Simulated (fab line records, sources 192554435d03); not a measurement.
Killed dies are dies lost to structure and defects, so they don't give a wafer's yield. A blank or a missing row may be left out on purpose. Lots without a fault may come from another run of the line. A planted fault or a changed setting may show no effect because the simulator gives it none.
Which tool did it? | flow n5_finfet | 10 lots, 30 wafers sampled, at 5 steps of a route of 1938

WHAT THE GAUGES READ, wafer by wafer
N5_BEOL_M11_INSPECT_58: inspects for defects (darkfield). Usual: raw_defect_count 75, standard deviation 26.
lot  | measured     | on                | raw_defect_count | flag
L966 | day 11 00:45 | defect_inspect-02 | 90 75 62         |
L969 | day 11 14:31 | defect_inspect-02 | 43 57 62         |
L970 | day 12 06:34 | defect_inspect-02 | 91 75 71         |
L968 | day 12 09:39 | defect_inspect-01 | 30 68 52         |
L971 | day 12 19:17 | defect_inspect-01 | 96 100 172       |
L975 | day 13 23:26 | defect_inspect-02 | 84 43 59         |
L977 | day 14 16:54 | defect_inspect-02 | 67 97 58         |
L979 | day 15 01:32 | defect_inspect-02 | 119 90 128       |
L981 | day 15 16:39 | defect_inspect-02 | 70 102 105       |
L987 | day 18 03:50 | defect_inspect-02 | 32 61 90         |

N5_BEOL_M12_THK_MEAS_01. Usual: M12_ILD_THK 658 nm, standard deviation 8.6.
lot  | measured     | on            | M12_ILD_THK (nm) | flag
L966 | day 11 00:55 | film_metro-02 | 644 646 663      |
L969 | day 11 14:41 | film_metro-01 | 661 647 663      |
L970 | day 12 06:44 | film_metro-02 | 669 661 669      |
L968 | day 12 09:49 | film_metro-02 | 670 666 670      |
L971 | day 12 19:27 | film_metro-02 | 655 657 663      |
L975 | day 13 23:37 | film_metro-01 | 662 648 669      |
L977 | day 14 17:04 | film_metro-01 | 638 647 669      |
L979 | day 15 01:42 | film_metro-02 | 656 672 669      |
L981 | day 15 16:49 | film_metro-02 | 649 658 664      |
L987 | day 18 04:00 | film_metro-01 | 646 656 895      | OFF

WHICH TOOL RAN EACH LOT (tool, then ch and the chambers of the sampled wafers, then the start)
lot  | N5_BEOL_M11_STRIP_77                          | N5_BEOL_M11_DEGAS_44         | N5_BEOL_M12_ILD_DEP_00
L966 | rie_diel-02 ch 0,3, day 10 22:58 or earlier   | pvd_sputter-01, day 10 22:58 | pecvd-04 ch 0,2, day 11 00:47
L969 | rie_diel-06 ch 0,1,2, day 11 12:11 or earlier | pvd_sputter-02, day 11 12:11 | pecvd-01 ch 1,2, day 11 14:32
L970 | rie_diel-06 ch 0,2,3, day 12 03:06 or earlier | pvd_sputter-02, day 12 03:06 | pecvd-02 ch 1,2, day 12 06:36
L968 | rie_diel-03 ch 0,1, day 12 07:23 or earlier   | pvd_sputter-01, day 12 07:23 | pecvd-02 ch 0,1,2, day 12 09:41
L971 | rie_diel-03 ch 0,2, day 12 17:24 or earlier   | pvd_sputter-01, day 12 17:24 | pecvd-01 ch 0,1,2, day 12 19:19
L975 | rie_diel-03 ch 0,1, day 13 20:59 or earlier   | pvd_sputter-03, day 13 20:59 | pecvd-01 ch 1,2, day 13 23:29
L977 | rie_diel-03 ch 0,1,3, day 14 14:52 or earlier | pvd_sputter-02, day 14 14:52 | pecvd-01 ch 0,1,2, day 14 16:56
L979 | rie_diel-06 ch 1,3, day 14 23:46 or earlier   | pvd_sputter-03, day 14 23:46 | pecvd-02 ch 0,1,2, day 15 01:34
L981 | rie_diel-02 ch 1,2,3, day 15 14:37 or earlier | pvd_sputter-01, day 15 14:37 | pecvd-02 ch 0,2, day 15 16:41
L987 | rie_diel-02 ch 1,3, day 18 01:37 or earlier   | pvd_sputter-03, day 18 01:37 | pecvd-02 ch 0,1,2, day 18 03:52
- N5_BEOL_M11_STRIP_77: strips in N2/H2, time 10 s.
- N5_BEOL_M11_DEGAS_44: time 60 s.
- N5_BEOL_M12_ILD_DEP_00: deposits SiOC from DEMS/O2, target thk 658.92 nm, time 130.7 s.

WHAT THE TOOLS THEMSELVES READ (means of the sampled wafers that have a number; where no wafer has one, the mark that the record gives instead)
N5_BEOL_M11_STRIP_77. Usual: drypump_motor_current_A 5.6 A, standard deviation 0.47; oes_product_au 0.80 a.u., standard deviation 0.092; rf_vpp_V 59.2 V, standard deviation 0.94; showerhead_plenum_p_Torr 2.55 Torr, standard deviation 0.087; throttle_valve_pct 23.51 %, standard deviation 0.16.
lot  | tool        | drypump_motor_current_A (A) | oes_product_au (a.u.) | rf_vpp_V (V) | showerhead_plenum_p_Torr (Torr) | throttle_valve_pct (%) | flag
L966 | rie_diel-02 | 5.1                         | 0.89                  | 60.0         | 2.57                            | 23.40                  |
L969 | rie_diel-06 | 5.7                         | 0.79                  | 58.3         | 2.40                            | 23.67                  |
L970 | rie_diel-06 | 5.8                         | 0.84                  | 59.3         | 2.49                            | 23.48                  |
L968 | rie_diel-03 | 5.6                         | 0.83                  | 59.3         | 2.56                            | 23.53                  |
L971 | rie_diel-03 | 6.1                         | 0.70                  | 59.1         | 2.58                            | 23.80                  |
L975 | rie_diel-03 | 5.5                         | 0.77                  | 59.7         | 2.54                            | 23.54                  |
L977 | rie_diel-03 | 5.7                         | 0.76                  | 59.3         | 2.54                            | 23.57                  |
L979 | rie_diel-06 | 5.2                         | 0.88                  | 59.9         | 2.69                            | 23.42                  |
L981 | rie_diel-02 | 5.6                         | 0.77                  | 59.2         | 2.58                            | 23.39                  |
L987 | rie_diel-02 | 5.4                         | 0.82                  | 60.2         | 2.56                            | 23.36                  |

N5_BEOL_M11_DEGAS_44. Usual: heater_power_w 327 W, standard deviation 20.
lot  | tool           | heater_power_w (W) | flag
L966 | pvd_sputter-01 | 326                |
L969 | pvd_sputter-02 | 314                |
L970 | pvd_sputter-02 | 330                |
L968 | pvd_sputter-01 | 345                |
L971 | pvd_sputter-01 | 327                |
L975 | pvd_sputter-03 | 331                |
L977 | pvd_sputter-02 | 310                |
L979 | pvd_sputter-03 | 297                |
L981 | pvd_sputter-01 | 334                |
L987 | pvd_sputter-03 | 317                |

N5_BEOL_M12_ILD_DEP_00. Usual: heater_power_outer_w 295 W, standard deviation 54; heater_power_w 524 W, standard deviation 82; showerhead_plenum_p_Torr 5.689 Torr, standard deviation 0.02; showerhead_vpp_V 1391 V, standard deviation 63; throttle_valve_pct 12.1 %, standard deviation 0.73.
lot  | tool     | heater_power_outer_w (W) | heater_power_w (W) | showerhead_plenum_p_Torr (Torr) | showerhead_vpp_V (V) | throttle_valve_pct (%) | flag
L966 | pecvd-04 | 251                      | 461                | 5.694                           | 1388                 | 11.4                   |
L969 | pecvd-01 | 300                      | 558                | 5.685                           | 1309                 | 11.6                   |
L970 | pecvd-02 | 355                      | 610                | 5.719                           | 1420                 | 12.2                   |
L968 | pecvd-02 | 311                      | 536                | 5.698                           | 1445                 | 12.3                   |
L971 | pecvd-01 | 312                      | 564                | 5.693                           | 1344                 | 12.2                   |
L975 | pecvd-01 | 321                      | 586                | 5.696                           | 1316                 | 12.0                   |
L977 | pecvd-01 | 300                      | 560                | 5.667                           | 1330                 | 12.2                   |
L979 | pecvd-02 | 324                      | 564                | 5.704                           | 1441                 | 12.3                   |
L981 | pecvd-02 | 271                      | 467                | 5.690                           | 1439                 | 12.2                   |
L987 | pecvd-02 | 314                      | 535                | 5.697                           | 1424                 | 12.2                   |

THE ANSWER, worked out from the rows above alone
Rule: a lot is off if the mean of its wafers that have a number lies more than 3 standard deviations from the usual mean. A lot without any number at a reading at which 4 lots or more have one is off too. The other lots that the step has rows for count as sound. The gauges are gone through in route order, then the tools' own readings, and for those a lot's mean is taken as printed above. The first step at which some lot is off is used, and at that step the reading that is off furthest; a lot without a number counts as furthest.
Off: L987, at N5_BEOL_M12_THK_MEAS_01 (M12_ILD_THK).
A tool fits if, at a process step before that reading, it ran every lot that is off, and no sound lot after the first of them. The gauges at N5_BEOL_M12_THK_MEAS_01 are tried like those tools. N5_BEOL_M11_STRIP_77 gives no start for some lots, so the hours and the order of its lots are those of N5_BEOL_M11_DEGAS_44. Can't be told from this: 4 tools fit, rie_diel-02 at N5_BEOL_M11_STRIP_77, pvd_sputter-03 at N5_BEOL_M11_DEGAS_44, pecvd-02 at N5_BEOL_M12_ILD_DEP_00, film_metro-01 at N5_BEOL_M12_THK_MEAS_01.

WHAT THE SIMULATOR HAD PUT IN
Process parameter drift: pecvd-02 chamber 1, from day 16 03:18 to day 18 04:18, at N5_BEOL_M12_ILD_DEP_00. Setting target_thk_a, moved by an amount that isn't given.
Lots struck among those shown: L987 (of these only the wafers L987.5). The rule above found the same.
